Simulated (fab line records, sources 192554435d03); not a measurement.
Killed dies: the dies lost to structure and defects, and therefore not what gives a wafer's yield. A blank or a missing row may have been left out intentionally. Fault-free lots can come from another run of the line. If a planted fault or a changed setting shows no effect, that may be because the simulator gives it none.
Split-lot study || flow n5_finfet || 21 wafers read across 7 lots, on a route 1938 steps long

ABOUT THE SPLIT
At N5_SDB_STRIP_22 (strips in N2/H2), the setting power_w was moved away from the recipe's 1000 W on 5 of the 21 wafers read, by -13.4% to +14.8%. This setting was run at the recipe's value on the other wafers.

The split's own step is where the reading is taken.

THE READING
oes_product_au, in a.u., at N5_SDB_STRIP_22 (strips in N2/H2). Fault-free wafers of this fab line usually give 0.715 a.u., standard deviation 0.0042 a.u.

{"wafer": "L074.2", "tool, chamber at the split": "plasma_asher-02, 1", "power_w as run, W": 1000, "against the recipe": "recipe", "oes_product_au, a.u.": 0.716, "against lot-mates on the recipe": "-"}
{"wafer": "L074.4", "tool, chamber at the split": "plasma_asher-02, 1", "power_w as run, W": 1000, "against the recipe": "recipe", "oes_product_au, a.u.": 0.721, "against lot-mates on the recipe": "-"}
{"wafer": "L074.6", "tool, chamber at the split": "plasma_asher-02, 1", "power_w as run, W": 1000, "against the recipe": "recipe", "oes_product_au, a.u.": 0.721, "against lot-mates on the recipe": "-"}
{"wafer": "L076.1", "tool, chamber at the split": "plasma_asher-02, 1", "power_w as run, W": 1115, "against the recipe": "+11.5%", "oes_product_au, a.u.": 0.737, "against lot-mates on the recipe": "+0.024"}
{"wafer": "L076.4", "tool, chamber at the split": "plasma_asher-02, 0", "power_w as run, W": 1000, "against the recipe": "recipe", "oes_product_au, a.u.": 0.711, "against lot-mates on the recipe": "-"}
{"wafer": "L076.6", "tool, chamber at the split": "plasma_asher-02, 0", "power_w as run, W": 1000, "against the recipe": "recipe", "oes_product_au, a.u.": 0.715, "against lot-mates on the recipe": "-"}
{"wafer": "L080.1", "tool, chamber at the split": "plasma_asher-01, 0", "power_w as run, W": 1000, "against the recipe": "recipe", "oes_product_au, a.u.": 0.713, "against lot-mates on the recipe": "-"}
{"wafer": "L080.4", "tool, chamber at the split": "plasma_asher-01, 0", "power_w as run, W": 1000, "against the recipe": "recipe", "oes_product_au, a.u.": 0.715, "against lot-mates on the recipe": "-"}
{"wafer": "L080.5", "tool, chamber at the split": "plasma_asher-01, 1", "power_w as run, W": 1000, "against the recipe": "recipe", "oes_product_au, a.u.": 0.724, "against lot-mates on the recipe": "-"}
{"wafer": "L083.1", "tool, chamber at the split": "plasma_asher-02, 1", "power_w as run, W": 1000, "against the recipe": "recipe", "oes_product_au, a.u.": 0.712, "against lot-mates on the recipe": "-"}
{"wafer": "L083.3", "tool, chamber at the split": "plasma_asher-02, 0", "power_w as run, W": 1000, "against the recipe": "recipe", "oes_product_au, a.u.": 0.717, "against lot-mates on the recipe": "-"}
{"wafer": "L083.5", "tool, chamber at the split": "plasma_asher-02, 0", "power_w as run, W": 1000, "against the recipe": "recipe", "oes_product_au, a.u.": 0.719, "against lot-mates on the recipe": "-"}
{"wafer": "L089.1", "tool, chamber at the split": "plasma_asher-01, 1", "power_w as run, W": 1000, "against the recipe": "recipe", "oes_product_au, a.u.": 0.711, "against lot-mates on the recipe": "-"}
{"wafer": "L089.3", "tool, chamber at the split": "plasma_asher-01, 0", "power_w as run, W": 1148, "against the recipe": "+14.8%", "oes_product_au, a.u.": 0.740, "against lot-mates on the recipe": "+0.034"}
{"wafer": "L089.5", "tool, chamber at the split": "plasma_asher-01, 0", "power_w as run, W": 1000, "against the recipe": "recipe", "oes_product_au, a.u.": 0.701, "against lot-mates on the recipe": "-"}
{"wafer": "L096.3", "tool, chamber at the split": "plasma_asher-01, 1", "power_w as run, W": 865.6, "against the recipe": "-13.4%", "oes_product_au, a.u.": 0.685, "against lot-mates on the recipe": -0.024}
{"wafer": "L096.5", "tool, chamber at the split": "plasma_asher-01, 1", "power_w as run, W": 1000, "against the recipe": "recipe", "oes_product_au, a.u.": 0.713, "against lot-mates on the recipe": "-"}
{"wafer": "L096.6", "tool, chamber at the split": "plasma_asher-01, 0", "power_w as run, W": 1000, "against the recipe": "recipe", "oes_product_au, a.u.": 0.705, "against lot-mates on the recipe": "-"}
{"wafer": "L097.1", "tool, chamber at the split": "plasma_asher-02, 1", "power_w as run, W": 1083, "against the recipe": "+8.3%", "oes_product_au, a.u.": 0.729, "against lot-mates on the recipe": "+0.021"}
{"wafer": "L097.2", "tool, chamber at the split": "plasma_asher-02, 0", "power_w as run, W": 1083, "against the recipe": "+8.3%", "oes_product_au, a.u.": 0.737, "against lot-mates on the recipe": "+0.029"}
{"wafer": "L097.5", "tool, chamber at the split": "plasma_asher-02, 1", "power_w as run, W": 1000, "against the recipe": "recipe", "oes_product_au, a.u.": 0.708, "against lot-mates on the recipe": "-"}

FIT RESULTS
A straight line over all 21 wafers: oes_product_au changes by +0.00203 a.u. for each +1% of power_w; r = +0.90; the points scatter about the line by 0.0057 a.u.
The same after taking each lot's own level away (the mean of its wafers on the recipe; 21 wafers): +0.00223 a.u. for each +1%; r = +0.95; scatter 0.0042 a.u.
On that fit, the largest move of power_w shifts the reading by 0.033 a.u.
The span of the lots' own levels, 0.7060 to 0.7193 a.u., comes to 3.2 times the standard deviation stated above.
The two slopes agree, so the slope changes little with the lot-to-lot level.
Check: for one of the wafers moved furthest among these (+14.8%), held out of the fit, the line's prediction against its lot-mates is +0.0337 a.u. Against them it came out at +0.034 a.u.
Tool readings at the split's step, against how far the setting was moved: oes_product_au r = +0.90; strip_time_to_endpoint_s r = -0.99.

THE WHOLE CHAIN: every reading that the file lists as answering this split, in the file's order
{"step": "N5_SDB_STRIP_22", "what it does": "strips in N2/H2", "reading": "oes_product_au", "change (the file's fit)": "+0.00218 a.u. for each +1% of the setting", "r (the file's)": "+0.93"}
{"step": "N5_SDB_STRIP_22", "what it does": "strips in N2/H2", "reading": "strip_time_to_endpoint_s", "change (the file's fit)": "withheld for each +1% of the setting", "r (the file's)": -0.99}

THE FILE'S OWN FIT
oes_product_au changes by +0.00218 a.u. for each +1% of power_w, r = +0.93.
